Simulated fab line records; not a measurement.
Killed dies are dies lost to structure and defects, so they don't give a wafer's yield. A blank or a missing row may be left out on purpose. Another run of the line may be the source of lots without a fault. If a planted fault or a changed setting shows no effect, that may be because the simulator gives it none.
What tool caused it? :: flow nand harc :: 12 lots, 36 wafers sampled, at 3 steps of a route of 1302

WHAT THE GAUGES SHOWED, per wafer
NHARC_P_M1_INSPECT_27.
lot: L601
measured: day 6 07:28
on: defect inspect-01
raw defect count: 506 313 391

lot: L604
measured: day 7 15:50
on: defect inspect-01
raw defect count: 404 299 568

lot: L606
measured: day 8 08:11
on: defect inspect-01
raw defect count: 549 413 278

lot: L607
measured: day 8 21:13
on: defect inspect-01
raw defect count: 390 282 382

lot: L608
measured: day 9 10:16
on: defect inspect-01
raw defect count: 436 342 273

lot: L612
measured: day 10 22:53
on: defect inspect-01
raw defect count: 206 205 159

lot: L615
measured: day 12 11:31
on: defect inspect-02
raw defect count: 267 246 403

lot: L616
measured: day 12 12:13
on: defect inspect-02
raw defect count: 324 303 400

lot: L618
measured: day 13 10:44
on: defect inspect-02
raw defect count: 442 383 249

lot: L622
measured: day 14 21:13
on: defect inspect-01
raw defect count: 268 544 165

lot: L623
measured: day 15 11:37
on: defect inspect-02
raw defect count: 162 227 312

lot: L624
measured: day 15 23:08
on: defect inspect-01
raw defect count: 265 158 317

EACH LOT AND THE TOOL THAT RAN IT (in order: tool; ch and the chambers of the sampled wafers; start)
lot: L601
NHARC_P_M1_ETCH_28: rie diel-05 ch 0,1,3, day 6 07:28 or earlier
NHARC_P_M1_PVD_20: pvd sputter-01, day 6 07:28 or earlier

lot: L604
NHARC_P_M1_ETCH_28: rie diel-05 ch 2,3, day 7 15:50 or earlier
NHARC_P_M1_PVD_20: pvd sputter-03, day 7 15:50 or earlier

lot: L606
NHARC_P_M1_ETCH_28: rie diel-05 ch 1,3, day 8 08:11 or earlier
NHARC_P_M1_PVD_20: pvd sputter-02, day 8 08:11 or earlier

lot: L607
NHARC_P_M1_ETCH_28: rie diel-09 ch 1,2,3, day 8 21:13 or earlier
NHARC_P_M1_PVD_20: pvd sputter-03, day 8 21:13 or earlier

lot: L608
NHARC_P_M1_ETCH_28: rie diel-08 ch 0,1, day 9 10:16 or earlier
NHARC_P_M1_PVD_20: pvd sputter-02, day 9 10:16 or earlier

lot: L612
NHARC_P_M1_ETCH_28: rie diel-09 ch 0,1, day 10 22:53 or earlier
NHARC_P_M1_PVD_20: pvd sputter-01, day 10 22:53 or earlier

lot: L615
NHARC_P_M1_ETCH_28: rie diel-09 ch 0,3, day 12 11:31 or earlier
NHARC_P_M1_PVD_20: pvd sputter-02, day 12 11:31 or earlier

lot: L616
NHARC_P_M1_ETCH_28: rie diel-05 ch 0,1,3, day 12 12:13 or earlier
NHARC_P_M1_PVD_20: pvd sputter-02, day 12 12:13 or earlier

lot: L618
NHARC_P_M1_ETCH_28: rie diel-05 ch 0,2,3, day 13 10:44 or earlier
NHARC_P_M1_PVD_20: pvd sputter-03, day 13 10:44 or earlier

lot: L622
NHARC_P_M1_ETCH_28: rie diel-09 ch 1,2,3, day 14 21:13 or earlier
NHARC_P_M1_PVD_20: pvd sputter-01, day 14 21:13 or earlier

lot: L623
NHARC_P_M1_ETCH_28: rie diel-05 ch 0,3, day 15 11:37 or earlier
NHARC_P_M1_PVD_20: pvd sputter-01, day 15 11:37 or earlier

lot: L624
NHARC_P_M1_ETCH_28: rie diel-09 ch 0,1, day 15 23:08 or earlier
NHARC_P_M1_PVD_20: pvd sputter-02, day 15 23:08 or earlier
- NHARC_P_M1_ETCH_28: etches the open film in CF4/N2, target depth 30 nm, time 72.99 s.
- NHARC_P_M1_PVD_20: deposits TaN, target thk 5 nm, time 8.06 s.

AS READ BY THE TOOLS THEMSELVES (means over the sampled wafers that have a number; for cases with no such wafer, the mark the record gives instead)
NHARC_P_M1_ETCH_28.
lot: L601
tool: rie diel-05
drypump motor current A (A): 5.7
mfc ar sccm (sccm): 149.9
n2 flow sccm (sccm): 99.9
oes product au (a.u.): 0.996
rf vpp V (V): 314.0
showerhead plenum p Torr (Torr): 2.59
throttle valve pct (%): 19.801

lot: L604
tool: rie diel-05
drypump motor current A (A): 5.5
mfc ar sccm (sccm): 149.8
n2 flow sccm (sccm): 99.8
oes product au (a.u.): 1.004
rf vpp V (V): 314.0
showerhead plenum p Torr (Torr): 2.58
throttle valve pct (%): 19.784

lot: L606
tool: rie diel-05
drypump motor current A (A): 6.0
mfc ar sccm (sccm): 150.4
n2 flow sccm (sccm): 100.1
oes product au (a.u.): 1.005
rf vpp V (V): 314.4
showerhead plenum p Torr (Torr): 2.60
throttle valve pct (%): 19.791

lot: L607
tool: rie diel-09
drypump motor current A (A): 5.3
mfc ar sccm (sccm): 149.8
n2 flow sccm (sccm): 100.0
oes product au (a.u.): 0.999
rf vpp V (V): 313.7
showerhead plenum p Torr (Torr): 2.58
throttle valve pct (%): 19.788

lot: L608
tool: rie diel-08
drypump motor current A (A): 5.6
mfc ar sccm (sccm): 150.0
n2 flow sccm (sccm): 99.6
oes product au (a.u.): 1.006
rf vpp V (V): 314.4
showerhead plenum p Torr (Torr): 2.66
throttle valve pct (%): 19.798

lot: L612
tool: rie diel-09
drypump motor current A (A): 5.7
mfc ar sccm (sccm): 150.8
n2 flow sccm (sccm): 100.0
oes product au (a.u.): 1.006
rf vpp V (V): 312.7
showerhead plenum p Torr (Torr): 2.53
throttle valve pct (%): 19.797

lot: L615
tool: rie diel-09
drypump motor current A (A): 5.8
mfc ar sccm (sccm): 149.5
n2 flow sccm (sccm): 100.2
oes product au (a.u.): 1.010
rf vpp V (V): 311.7
showerhead plenum p Torr (Torr): 2.48
throttle valve pct (%): 19.797

lot: L616
tool: rie diel-05
drypump motor current A (A): 5.7
mfc ar sccm (sccm): 150.1
n2 flow sccm (sccm): 99.8
oes product au (a.u.): 1.000
rf vpp V (V): 313.7
showerhead plenum p Torr (Torr): 2.59
throttle valve pct (%): 19.797

lot: L618
tool: rie diel-05
drypump motor current A (A): 5.4
mfc ar sccm (sccm): 149.9
n2 flow sccm (sccm): 99.7
oes product au (a.u.): 1.005
rf vpp V (V): 312.5
showerhead plenum p Torr (Torr): 2.57
throttle valve pct (%): 19.800

lot: L622
tool: rie diel-09
drypump motor current A (A): 5.3
mfc ar sccm (sccm): 150.6
n2 flow sccm (sccm): 99.7
oes product au (a.u.): 1.005
rf vpp V (V): 313.0
showerhead plenum p Torr (Torr): 2.57
throttle valve pct (%): 19.789

lot: L623
tool: rie diel-05
drypump motor current A (A): 5.7
mfc ar sccm (sccm): 149.4
n2 flow sccm (sccm): 99.7
oes product au (a.u.): 0.997
rf vpp V (V): 315.0
showerhead plenum p Torr (Torr): 2.66
throttle valve pct (%): 19.790

lot: L624
tool: rie diel-09
drypump motor current A (A): 5.4
mfc ar sccm (sccm): 150.4
n2 flow sccm (sccm): 100.2
oes product au (a.u.): 1.002
rf vpp V (V): 312.4
showerhead plenum p Torr (Torr): 2.57
throttle valve pct (%): 19.804

NHARC_P_M1_PVD_20.
lot: L601
tool: pvd sputter-01
cathode dc power W (W): 14999
throttle valve pct (%): 30.6

lot: L604
tool: pvd sputter-03
cathode dc power W (W): 15001
throttle valve pct (%): 30.3

lot: L606
tool: pvd sputter-02
cathode dc power W (W): 15000
throttle valve pct (%): 30.0

lot: L607
tool: pvd sputter-03
cathode dc power W (W): 15001
throttle valve pct (%): 30.4

lot: L608
tool: pvd sputter-02
cathode dc power W (W): 15000
throttle valve pct (%): 30.5

lot: L612
tool: pvd sputter-01
cathode dc power W (W): 15001
throttle valve pct (%): 31.5

lot: L615
tool: pvd sputter-02
cathode dc power W (W): 14997
throttle valve pct (%): 29.9

lot: L616
tool: pvd sputter-02
cathode dc power W (W): 14998
throttle valve pct (%): 30.0

lot: L618
tool: pvd sputter-03
cathode dc power W (W): 14999
throttle valve pct (%): 30.9

lot: L622
tool: pvd sputter-01
cathode dc power W (W): 15001
throttle valve pct (%): 30.5

lot: L623
tool: pvd sputter-01
cathode dc power W (W): 15000
throttle valve pct (%): 29.6

lot: L624
tool: pvd sputter-02
cathode dc power W (W): 14999
throttle valve pct (%): 30.4

THE ANSWER, worked out from the rows above alone
Rule: the usual values come from the lots themselves. Put in order of their means at a reading, lots are off if they are a third of the lots or fewer, leave a main group of 4 or more, and stand apart from it by a gap of 3 or more times the standard deviation of the main group's means; of several such gaps the widest counts. If all means in a main group match to the digits the tables above print for the reading, that group is not used. Also off: a lot with no number at a reading for which 4 or more lots have one. All remaining lots with rows at the step are treated as sound. After the gauges, taken in route order, come the tools' own readings; for these a lot's mean is taken, as printed above. At the first step where some lot is off, the reading lying furthest off is the one used; lots without a number count as furthest.
Nothing can be told from this: no lot is off at any reading shown.

WHAT THE SIMULATOR HAD PUT IN
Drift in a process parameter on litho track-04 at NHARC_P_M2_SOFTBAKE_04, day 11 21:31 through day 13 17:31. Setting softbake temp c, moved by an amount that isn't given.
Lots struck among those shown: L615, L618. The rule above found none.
